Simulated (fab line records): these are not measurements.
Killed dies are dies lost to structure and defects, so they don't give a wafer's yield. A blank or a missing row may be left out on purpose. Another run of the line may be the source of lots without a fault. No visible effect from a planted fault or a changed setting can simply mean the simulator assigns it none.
Matching of chambers -- flow n5-finfet -- N5_BEOL_M3_STRIP_19 on rie-diel-01 has 4 sister chambers
The step strips in O2. 4 wafers are shown with their chamber, then 9 later ones without.

## WAFERS WITH THEIR CHAMBER
wafer,chamber,throttle-valve-pct (%)
L083.2,0,16.3
L085.1,1,16.4
L088.4,3,17.0
L088.5,2,17.3

## WAFERS WHOSE CHAMBER IS MISSING
wafer,throttle-valve-pct (%)
L089.1,17.0
L089.5,17.0
L089.6,16.3
L091.1,16.5
L091.5,16.4
L091.6,17.0
L094.2,17.0
L094.4,16.4
L094.5,17.0

## WHICH CHAMBER EACH WENT THROUGH
wafer,from the rows above,in truth
L089.1,3,3
L089.5,3,3
L089.6,0,0
L091.1,1,1
L091.5,1,1
L091.6,3,3
L094.2,3,3
L094.4,1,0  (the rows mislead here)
L094.5,3,3
Placed correctly: 8 of 9. Can't be placed from these rows: 0. Placed wrongly: 1.
How it was worked out, from the rows above alone: a wafer's distance from a chamber is the root of the sum, over the readings, of the square of ((its reading less the chamber's mean) divided by the reading's scatter). The wafer belongs to the nearest chamber; if the next one is less than 2 further off, it can't be placed. Each chamber's mean is taken over the wafers shown for it. The scatter: root of mean squared gap, hidden wafer to nearest shown wafer, with one shown wafer a chamber.
